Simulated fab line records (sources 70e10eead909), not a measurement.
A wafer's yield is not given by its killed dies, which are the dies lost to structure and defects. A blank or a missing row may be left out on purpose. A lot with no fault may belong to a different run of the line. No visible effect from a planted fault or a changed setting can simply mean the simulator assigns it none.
A struck lot beside a sound one / flow nandHarc / 41 out of 1159 route steps
Sound: these wafers, L521.2, L521.3, L521.5. Struck: wafer L526.1 (L526.2, L526.5, from the same lot, were not struck and are left out); the cause is given at the end.
For every step that has rows: the tool of each side, followed by ch and its chambers, followed by its first start. Under that, the readings that differ: sound wafers / struck wafers / difference of the means / sigmas: that difference in standard deviations of wafers without a fault.
alike: same words and numbers on both sides, and readings whose means sit less than 2 such deviations apart. not compared: any withheld reading, any reading some wafer has no value for, any bound like >300 that may hide the same value, and any number with overlapping values for which the record gives no deviation.
The two part at a step that has a row with sigmas, a row that says differs or no value, or rows on one side only. Numbers that don't overlap but have no deviation are shown without sigmas and don't part them. A reading that every wafer of one side lacks parts them only if that side has two wafers or more.

first, 2 steps without rows for these wafers: NHARC_THIN_TSV_DESCUM_14 (chemistry O2, time 3 s); NHARC_THIN_TSV_ETCH_44 (etches the open film in CF4/O2, target depth 1594.2 nm, time 797.1 s).
NHARC_THIN_TSV_ETCH_15: target depth 3000 nm, bosch target overetch cycles 2, bosch etch step 2.8 s.
  sound on rieSi-04 ch 2,3, day 19 09:58; struck on rieSi-04 ch 2, day 20 18:33
  alike: drypumpMotorCurrentA
  not compared: rfHoursCounterH
NHARC_THIN_TSV_CD_MEAS_16:
  sound: cdSem-03 at day 19 10:06; struck: cdSem-03 at day 20 18:42
  alike: cdNm
then, 2 steps without rows for these wafers: NHARC_THIN_TSV_STRIP_45 (strips in O2); NHARC_THIN_TSV_STRIP_46 (strips in post etch residue remover, time 1200 s).
NHARC_THIN_TSV_DEP_47: deposits SiO2, target thk 200 nm.
  sound on pecvd-01 ch 0,1, day 19 11:07; struck on pecvd-02 ch 0, day 20 19:40
  alike: chamberPressureTorr, throttleValvePct
NHARC_THIN_TSV_ETCHBACK_48: etches the open film in C4F8/Ar, target depth 1028.5 nm, time 405.17 s.
  sound on rieDiel-05 ch 0,1,2, day 19 11:35; struck on rieDiel-12 ch 3, day 20 20:04
  alike: oesProductAu, rfVppV
  not compared: rfHoursCounterH
then, 2 steps without rows for these wafers: NHARC_THIN_TSV_STRIP_62 (strips in N2/H2, time 20 s); NHARC_THIN_TSV_DEGAS_49 (time 120 s).
NHARC_THIN_TSV_PRE_CLEAN_50: time 30 s.
  sound on pvdSputter-03; struck on pvdSputter-03
  alike: heaterPowerW
then, 1 step without rows for these wafers: NHARC_THIN_TSV_PVD_19 (deposits TaN, target thk 20 nm).
NHARC_THIN_TSV_PVD_51: deposits Cu, target thk 100 nm.
  sound: pvdSputter-03 at day 19 12:19; struck: pvdSputter-03 at day 20 20:53
reading=throttleValvePct (%); sound=34.7 29.7 34.7; struck=30.0; difference=-3.0; sigmas=-2
then, 16 steps without rows for these wafers: NHARC_THIN_TSV_ECD_20 (material Cu, target thk 2000 nm); NHARC_THIN_TSV_ANNEAL_52 (time 90 s); NHARC_THIN_TSV_CMP_21 (polishes, t overpolish 30 s, target thk 2000 nm); NHARC_THIN_TSV_SRD_23; NHARC_THIN_TSV_DEGAS_53 (time 60 s); NHARC_THIN_TSV_PRE_CLEAN_54 (time 30 s); NHARC_THIN_TSV_PVD_55 (deposits TiN, target thk 50 nm); NHARC_THIN_TSV_PVD_24 (deposits Al, target thk 800 nm); NHARC_THIN_TSV_DEHYDRATE_25 (time 120 s); NHARC_THIN_TSV_HMDS_26 (time 30 s); NHARC_THIN_TSV_COAT_27; NHARC_THIN_TSV_SOFTBAKE_28 (time 95 s); NHARC_THIN_TSV_EBR_29; NHARC_THIN_TSV_EXPOSE_30 (exposes mask PAD); NHARC_THIN_TSV_PEB_31 (peb time 85 s); NHARC_THIN_TSV_DEVELOP_32 (time 70 s).
NHARC_THIN_TSV_CD_MEAS_33: the cd target is 5000 nm.
  sound on cdSem-03 ch 0, day 19 15:21; struck on cdSem-01 ch 0, day 20 23:40
reading=cdNm (nm); sound=5000.9 5003.2 5001.0; struck=4998.3; difference=-3.4; sigmas=-2
then, 3 steps without rows for these wafers: NHARC_THIN_TSV_HARDBAKE_34 (time 80 s); NHARC_THIN_TSV_DESCUM_35 (chemistry O2, time 3 s); NHARC_THIN_TSV_ETCH_59 (etches the open film in Cl2/BCl3, target depth 880 nm, time 138.1 s).
NHARC_THIN_TSV_ETCH_36: etches the open film in Cl2/BCl3, target depth 65 nm, time 18.571 s.
  sound on rieMetal-02 ch 0,1, day 19 15:56; struck on rieMetal-01 ch 1, day 21 00:17
  alike: drypumpMotorCurrentA, oesProductAu
  not compared: rfHoursCounterH
then, 2 steps without rows for these wafers: NHARC_THIN_TSV_STRIP_56 (strips in O2); NHARC_THIN_TSV_STRIP_57 (strips in post etch residue remover, time 1200 s).
NHARC_THIN_TSV_CD_MEAS_37:
  sound: cdSem-02 at day 19 16:49; struck: cdSem-02 at day 21 01:11
  alike: cdNm
then, 1 step without rows for these wafers: NHARC_THIN_TSV_ANNEAL_58 (time 1800 s).
NHARC_THIN_TSV_INSPECT_40:
  sound: defectInspect-01 at day 19 22:34; struck: defectInspect-02 at day 21 03:35
  alike: rawDefectCount
NHARC_END_WLT_00:
  sound wafers here have rows in the record (prober-01, day 20 14:32); struck ones have none
NHARC_END_SORT_01:
  sound on prober-01 ch 0, day 20 17:47; struck on prober-01 ch 0, day 21 14:32
reading=defectLimitedYield (%); sound=94.4 95.6 95.4; struck=0; difference=-95; sigmas=-59
reading=killedAtOther; sound=0 0 0; struck=649; difference=+649; sigmas=+99 or more
reading=killedDies; sound=38 30 31; struck=677; difference=+644; sigmas=+59
reading=sort_bin_2_pct (%); sound=1.2 0.9 1.3; struck=96.6; difference=+95.5; sigmas=+99 or more
reading=sortNPass; sound=639 647 646; struck=0; difference=-644; sigmas=-59
reading=sortRimYieldPct (%); sound=97.2 94.3 96.2; struck=0; difference=-96; sigmas=-36
reading=sortYieldPct (%); sound=94.4 95.6 95.4; struck=0; difference=-95; sigmas=-59
  alike: killedAtArray, killedAtPeriphery, killedOpen, killedShort, sort_bin_3_pct, sort_bin_4_pct

== WHERE THEY PART ==
At NHARC_THIN_TSV_PVD_51 first; at NHARC_END_SORT_01 last (within this record only).

WHY: what had been put in by the simulator
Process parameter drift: pvdSputter-03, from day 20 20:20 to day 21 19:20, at NHARC_THIN_TSV_PVD_51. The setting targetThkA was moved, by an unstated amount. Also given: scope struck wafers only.
